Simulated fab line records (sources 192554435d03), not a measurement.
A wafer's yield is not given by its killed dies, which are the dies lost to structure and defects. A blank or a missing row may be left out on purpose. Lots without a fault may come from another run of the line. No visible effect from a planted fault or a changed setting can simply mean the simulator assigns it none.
fab line records	flow n5-finfet
record lots=11	wafers=32	last-day=18
route steps=1938 shown BEOL_M4@1111 MIM_TOP@1836 MIM_BOT_LITHO@1864 PASSIVATION@1936
lots untouched by any fault: they come from a run of this same line in which no faults occurred
start-h: the number of hours between the record's first day and the start of the first shown wafer of the lot	wait-h: hours elapsed since this lot's preceding step	" repeats the value in the row above	L1.1+2: a single row standing in for several wafers	- no value, or no start given	* or withheld: withheld	< > ~ a bound
route shown NAME@n: names a module that has steps shown in the file, with the first one's number in the route	usual: the fault-free wafers' mean and standard deviation	same: alike in all rows	chamber/n: place in a boat	sites: readings site by site	_std_site: standard deviation across them	_edge_site: the outer-site mean with the inner-site mean subtracted	radius-mm: for every site, how far away it sits from the centre of the wafer	mask NAME#n: copy n	behind: the tool/chamber that last shaped the wafer	hold: the reason the lot was held/the length of the hold in hours/how it ended	device: names the non-switching transistor (n, p or np)	end of line: the tests these same wafers got at the end of their route	a step given without rows: its recipe and nothing more	killed: dies that structure and defects cost at the first sort, which is not the same as the wafer's yield	map: per-die view of a wafer (x killed, . not killed, _ where there is no die)
set.NAME: setting as actually run; set.NAME@STEP: the setting as run at that earlier step	model.NAME: the simulator's own value behind a step, which no gauge read
one table for each step of the route and one row for each wafer, over a sample of lots
services: when a tool's chamber went out of use (start-h, in hours from the record's first day, below 0 if earlier), for how many hours, and the reason
## steps
# step N5_BEOL_M4_RC_MEAS_101
# usual DIBL_N=35.7/1.3	DIBL_P=35.4/1.8	IOFF_N=0.152/0.027	IOFF_P=0.20/0.034	ION_N=672/9.8	ION_P=461/7.5	SS_N=71.4/0.55	SS_P=73.1/0.61	VT_N=251/3.3	VT_P=-251/3.6
lot.wafer	tool	chamber	start-h	wait-h	DIBL_N[mV/V]	DIBL_P[mV/V]	IOFF_N[nA/um]	IOFF_P[nA/um]	ION_N[uA/um]	ION_P[uA/um]	SS_N[mV/dec]	SS_P[mV/dec]	VT_N[mV]	VT_P[mV]
L674.1	prober-02	0	162.74	0.0	37.2	39.2	0.199	0.27	681	469	72.2	74.2	247	-244
L674.4	"	0	"	"	35.0	38.2	0.160	0.24	672	465	71.1	73.9	248	-246
L674.5	"	0	"	"	35.2	36.6	0.161	0.22	684	467	71.0	73.7	248	-247
L675.2	prober-01	0	167.97	0.2	34.0	32.5	0.114	0.16	661	457	70.3	72.7	255	-255
L675.4	"	0	"	"	35.2	34.1	0.133	0.18	670	464	70.6	73.5	253	-251
L675.6	"	0	"	"	34.4	34.2	0.126	0.18	659	452	71.3	73.0	255	-250
L677.1	prober-02	0	181.19	0.0	34.3	36.0	0.149	0.18	676	457	70.9	72.8	252	-255
L677.2	"	0	"	"	34.6	34.9	0.144	0.17	664	455	71.6	72.0	254	-253
L677.5	"	0	"	"	33.5	35.0	0.146	0.17	670	459	70.7	73.0	251	-252
L678.2	prober-01	0	191.24	0.2	35.8	36.2	0.162	0.18	676	452	71.3	73.1	253	-258
L678.4	"	0	"	"	36.4	37.6	0.186	0.19	688	469	71.3	73.7	246	-252
L678.6	"	0	"	"	36.6	37.3	0.188	0.19	673	453	72.3	73.8	251	-253
L679.3	prober-02	0	194.45	0.3	35.6	36.1	0.174	0.24	679	472	71.7	73.4	247	-243
L679.4	"	0	"	"	38.0	39.5	0.237	0.32	694	484	72.4	73.6	243	-242
L679.6	"	0	"	"	37.0	37.8	0.203	0.27	691	481	71.8	73.5	243	-243
L680.3	prober-02	0	200.58	0.3	35.7	36.7	0.162	0.23	680	468	71.3	72.6	247	-247
L680.5	"	0	"	"	35.7	36.7	0.163	0.23	678	467	71.4	72.1	247	-248
L680.6	"	0	"	"	35.1	36.3	0.152	0.22	678	467	71.0	73.0	249	-247
L681.2	prober-02	0	209.83	0.2	36.0	36.9	0.162	0.21	676	465	72.1	73.2	247	-251
L681.3	"	0	"	"	35.9	36.5	0.157	0.20	682	459	71.7	72.6	248	-250
L681.4	"	0	"	"	35.6	35.6	0.153	0.20	674	462	71.3	73.1	248	-250
L686.2	prober-02	0	240.16	0.2	35.2	34.3	0.139	0.16	649	445	71.2	73.1	252	-256
L686.3	"	0	"	"	34.1	33.3	0.125	0.15	659	449	70.1	73.0	251	-256
L686.6	"	0	"	"	35.6	35.7	0.146	0.17	653	445	71.2	73.2	254	-256
L690.1	prober-01	0	261.82	0.0	35.0	34.7	0.129	0.19	657	458	71.1	73.4	253	-250
L690.3	"	0	"	"	34.2	32.8	0.116	0.16	658	456	71.4	72.4	257	-252
L693.1	prober-01	0	275.44	0.0	35.3	34.9	0.143	0.18	676	459	71.4	72.9	252	-253
L693.3	"	0	"	"	34.3	33.2	0.123	0.17	666	457	70.4	72.6	254	-254
L693.4	"	0	"	"	34.0	33.3	0.126	0.18	667	460	70.9	72.6	252	-252
L697.1	prober-02	0	318.48	0.0	34.8	33.5	0.121	0.19	674	459	70.5	73.0	254	-252
L697.3	"	0	"	"	33.8	32.4	0.104	0.17	653	457	70.8	72.3	259	-253
L697.5	"	0	"	"	35.4	34.7	0.132	0.20	668	467	71.3	73.0	252	-249
# step N5_MIM_TOP_ALD_02
# recipe material=Al2O3	target-thk-a=*	temp-c=withheld	ald-precursor-family=TMA	ald-co-reactant=O3	pulse-time-s=withheld	purge-time-s=3	co-reactant-purge-time-s=withheld	co-reactant-pulse-time-s=3	ald-cycles=withheld
# usual precursor-pulse-height-rel=0.998/0.02
lot.wafer	tool	chamber	start-h	wait-h	precursor-pulse-height-rel
L674.1	ald-hk-01	0	-	-	0.959
L674.4	"	2	"	"	1.000
L674.5	"	3	"	"	1.000
L675.2	ald-hk-02	1	-	-	0.994
L675.4	"	2	"	"	0.990
L675.6	"	2	"	"	0.982
L677.1	ald-hk-01	0	-	-	1.017
L677.2	"	3	"	"	0.987
L677.5	"	3	"	"	1.004
L678.2	ald-hk-01	1	-	-	0.990
L678.4	"	2	"	"	0.964
L678.6	"	1	"	"	0.962
L679.3	ald-hk-01	2	-	-	0.996
L679.4	"	0	"	"	1.016
L679.6	"	0	"	"	0.981
L680.3	ald-hk-03	2	-	-	1.017
L680.5	"	3	"	"	0.957
L680.6	"	2	"	"	0.971
L681.2	ald-hk-02	0	-	-	1.014
L681.3	"	2	"	"	0.985
L681.4	"	1	"	"	1.001
L686.2	ald-hk-01	3	-	-	1.011
L686.3	"	2	"	"	1.026
L686.6	"	3	"	"	0.972
L690.1	ald-hk-02	1	-	-	1.015
L690.3	"	0	"	"	0.975
L693.1	ald-hk-03	0	-	-	0.951
L693.3	"	1	"	"	0.999
L693.4	"	3	"	"	1.014
L697.1	ald-hk-03	3	-	-	0.994
L697.3	"	0	"	"	1.016
L697.5	"	2	"	"	1.001
# step N5_MIM_TOP_DEGAS_04
# recipe ambient=vacuum	temp-c=300	time-s=60
# usual heater-power-w=486/42
lot.wafer	tool	chamber	start-h	wait-h	heater-power-w
L674.1	pvd-sputter-02	-	263.48	-	514
L674.4	"	-	"	"	571
L674.5	"	-	"	"	451
L675.2	pvd-sputter-02	-	270.57	-	588
L675.4	"	-	"	"	447
L675.6	"	-	"	"	602
L677.1	pvd-sputter-01	-	282.82	-	458
L677.2	"	-	"	"	465
L677.5	"	-	"	"	475
L678.2	pvd-sputter-02	-	285.37	-	474
L678.4	"	-	"	"	614
L678.6	"	-	"	"	583
L679.3	pvd-sputter-01	-	294.57	-	501
L679.4	"	-	"	"	503
L679.6	"	-	"	"	501
L680.3	pvd-sputter-01	-	294.81	-	461
L680.5	"	-	"	"	513
L680.6	"	-	"	"	453
L681.2	pvd-sputter-03	-	296.12	-	476
L681.3	"	-	"	"	419
L681.4	"	-	"	"	466
L686.2	pvd-sputter-01	-	331.73	-	481
L686.3	"	-	"	"	519
L686.6	"	-	"	"	468
L690.1	pvd-sputter-01	-	352.20	-	489
L690.3	"	-	"	"	499
L693.1	pvd-sputter-03	-	359.89	-	467
L693.3	"	-	"	"	491
L693.4	"	-	"	"	419
L697.1	pvd-sputter-03	-	409.43	-	410
L697.3	"	-	"	"	484
L697.5	"	-	"	"	420
# step N5_MIM_TOP_SPUTTER_03
# recipe material=TiN	target-thk-a=350	temp-c=200	power-w=3000	chamber-pressure-pa=0.49996	gas=Ar	reactive-partial-pa=0.37997	time-s=89.7
# usual throttle-valve-pct=30.0/0.77
lot.wafer	tool	chamber	start-h	wait-h	throttle-valve-pct
L674.1	pvd-sputter-02	-	263.52	0.0	30.0
L674.4	"	-	"	"	31.5
L674.5	"	-	"	"	29.3
L675.2	pvd-sputter-02	-	270.61	0.0	31.3
L675.4	"	-	"	"	29.4
L675.6	"	-	"	"	31.2
L677.1	pvd-sputter-01	-	282.86	0.0	29.2
L677.2	"	-	"	"	30.1
L677.5	"	-	"	"	30.2
L678.2	pvd-sputter-02	-	285.41	0.0	28.5
L678.4	"	-	"	"	31.5
L678.6	"	-	"	"	31.3
L679.3	pvd-sputter-01	-	294.61	0.0	31.1
L679.4	"	-	"	"	29.6
L679.6	"	-	"	"	31.0
L680.3	pvd-sputter-01	-	294.85	0.0	29.3
L680.5	"	-	"	"	31.2
L680.6	"	-	"	"	29.7
L681.2	pvd-sputter-03	-	296.16	0.0	29.8
L681.3	"	-	"	"	30.4
L681.4	"	-	"	"	29.1
L686.2	pvd-sputter-01	-	331.77	0.0	30.1
L686.3	"	-	"	"	31.3
L686.6	"	-	"	"	29.9
L690.1	pvd-sputter-01	-	352.24	0.0	31.1
L690.3	"	-	"	"	29.4
L693.1	pvd-sputter-03	-	359.93	0.0	29.2
L693.3	"	-	"	"	29.5
L693.4	"	-	"	"	29.6
L697.1	pvd-sputter-03	-	409.47	0.0	29.4
L697.3	"	-	"	"	29.1
L697.5	"	-	"	"	30.3
# step N5_MIM_BOT_LITHO_INSPECT_12
# recipe mode=adi	inspect-instrument=macro
# usual raw-defect-count=2.1/1.4
lot.wafer	tool	chamber	start-h	wait-h	raw-defect-count
L674.1	defect-inspect-02	-	264.83	0.0	2
L674.4	"	-	"	"	3
L674.5	"	-	"	"	1
L675.2	defect-inspect-02	-	272.25	0.0	1
L675.4	"	-	"	"	2
L675.6	"	-	"	"	2
L677.1	defect-inspect-01	-	284.46	0.0	3
L677.2	"	-	"	"	1
L677.5	"	-	"	"	3
L678.2	defect-inspect-02	-	286.89	0.0	1
L678.4	"	-	"	"	0
L678.6	"	-	"	"	1
L679.3	defect-inspect-02	-	295.82	0.0	3
L679.4	"	-	"	"	0
L679.6	"	-	"	"	3
L680.3	defect-inspect-02	-	296.16	0.0	3
L680.5	"	-	"	"	1
L680.6	"	-	"	"	6
L681.2	defect-inspect-01	-	297.59	0.0	3
L681.3	"	-	"	"	1
L681.4	"	-	"	"	3
L686.2	defect-inspect-01	-	337.69	0.0	1
L686.6	"	-	"	"	1
L693.1	defect-inspect-02	-	361.24	0.0	2
L693.3	"	-	"	"	3
L693.4	"	-	"	"	3
L697.1	defect-inspect-02	-	410.90	0.0	3
L697.3	"	-	"	"	1
L697.5	"	-	"	"	0
# step N5_PASSIVATION_PROBE_49
# usual defect-limited-yield=91.5/1.3	killed_at_M0_to_M3=33/11	killed_at_M4_up=14/5.3	killed-at-contacts=11/6.3	killed-at-front-end=38/10	killed-at-other=3.7/2.8	killed-dies=101/16	killed-on-rim=13/3.4	killed-open=67/12	killed-short=32/7.4	sort_bin_5_function=5.0/0.86	sort_bin_6_memory=3.2/0.69	sort-n-pass=1079/16	sort-yield-pct=91.5/1.3
# same gross-dies=1180	killed-at-back-side=0	sort_bin_4_leakage[%]=0	sort_bin_8_speed[%]=0
lot.wafer	tool	chamber	start-h	wait-h	defect-limited-yield[%]	killed_at_M0_to_M3	killed_at_M4_up	killed-at-contacts	killed-at-front-end	killed-at-other	killed-dies	killed-on-rim	killed-open	killed-short	sort_bin_5_function[%]	sort_bin_6_memory[%]	sort-n-pass	sort-yield-pct[%]
L686.2	prober-01	-	347.54	0.1	89.9	47	10	14	42	6	119	15	76	40	5.6	3.9	1061	89.9
L686.3	prober-01	-	347.59	0.1	0	53	19	12	51	1045	1180	152	94	43	7.5	4.0	0	0
L686.6	prober-01	-	347.74	0.3	90.9	43	21	17	24	2	107	11	78	28	5.9	3.1	1073	90.9
L690.1	prober-02	-	362.77	0.0	0	41	6	3	42	1088	1180	152	48	49	4.7	3.3	0	0
L690.3	prober-02	-	362.87	0.1	0	28	17	8	44	1083	1180	152	66	31	5.5	2.3	0	0
# killed by level:class
L686.2 STI_FIN_REVEAL:geometric-particle:open=16 BEOL_M0_SAQP:geometric-particle:open=15 MOL_CONTACT_COAG:geometric-particle:open=13 BEOL_M2:geometric-particle:open=8 FIN_SAQP:geometric-particle:short=7 BEOL_M0_SAQP:geometric-particle:short=7 BEOL_M1:geometric-particle:open=6 BEOL_M3:geometric-particle:open=4
L686.3 MIM_TOP:area-sputter=1042 STI_FIN_REVEAL:geometric-particle:open=20 MOL_CONTACT_COAG:geometric-particle:open=11 BEOL_M0_SAQP:geometric-particle:short=11 BEOL_M1:geometric-particle:open=11 BEOL_M0_SAQP:geometric-particle:open=10 BEOL_M1:geometric-particle:short=8 STI_FIN_REVEAL:geometric-particle:short=6
L686.6 BEOL_M2:geometric-particle:open=19 MOL_CONTACT_COAG:geometric-particle:open=12 BEOL_M4:geometric-particle:open=12 BEOL_M1:geometric-particle:open=7 GATE_CUT:geometric-particle:short=5 MOL_CONTACT_COAG:geometric-particle:short=5 BEOL_M3:geometric-particle:open=5 STI_FIN_REVEAL:geometric-particle:open=4
L690.1 MIM_TOP:area-sputter=1081 FIN_SAQP:geometric-particle:short=12 BEOL_M0_SAQP:geometric-particle:short=11 BEOL_M3:geometric-particle:open=8 BEOL_M0_SAQP:geometric-particle:open=8 BEOL_M1:geometric-particle:open=8 STI_FIN_REVEAL:geometric-particle:open=7 STI_FIN_REVEAL:geometric-particle:short=6
L690.3 MIM_TOP:area-sputter=1083 STI_FIN_REVEAL:geometric-particle:open=13 FIN_SAQP:geometric-particle:short=11 MOL_CONTACT_COAG:geometric-particle:open=7 BEOL_M3:geometric-particle:open=7 BEOL_M0_SAQP:geometric-particle:open=6 FIN_SAQP:geometric-particle:open=5 DUMMY_GATE:geometric-particle:open=5
## services
tool	chamber	start-h	hours	kind
pvd-sputter-03	-	285.89	3.8	repair
pvd-sputter-02	-	351.75	1.1	repair
ald-hk-01	-	376.69	6.0	pm
pvd-sputter-03	-	395.24	3.6	repair
## key
first-sign step=N5_PASSIVATION_PROBE_49	reading=killed-at-other	direction=up	sigmas=99+	usual=3.7	struck=1072
effect step=N5_PASSIVATION_PROBE_49	reading=defect-limited-yield	direction=down	sigmas=69	usual=91.5	struck=0
more-kills-born-at N5_MIM_TOP_SPUTTER_03@pvd-sputter-01=3206
met-at N5_MIM_TOP_SPUTTER_03
struck-lots L686,L690
struck-wafers L686.3,L690.1,L690.3
later-rows-left-out L686.3,L690.1,L690.3
not-acting-at N5_MIM_TOP_ALD_02,N5_MIM_TOP_DEGAS_04,N5_MIM_BOT_LITHO_INSPECT_12
onset-between 294.85 331.77
fault kind=process-parameter-drift	tool=pvd-sputter-01	chamber=-	onset-h=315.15	steps=N5_MIM_TOP_SPUTTER_03	channel=time-s	offset=*	shape=step	end-h=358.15	scope=struck-wafers-only	acts-in=*	stated=*
# later-rows-left-out: the simulator's readings of these wafers behind a module that went badly wrong aren't trusted and aren't shown, but for the sort
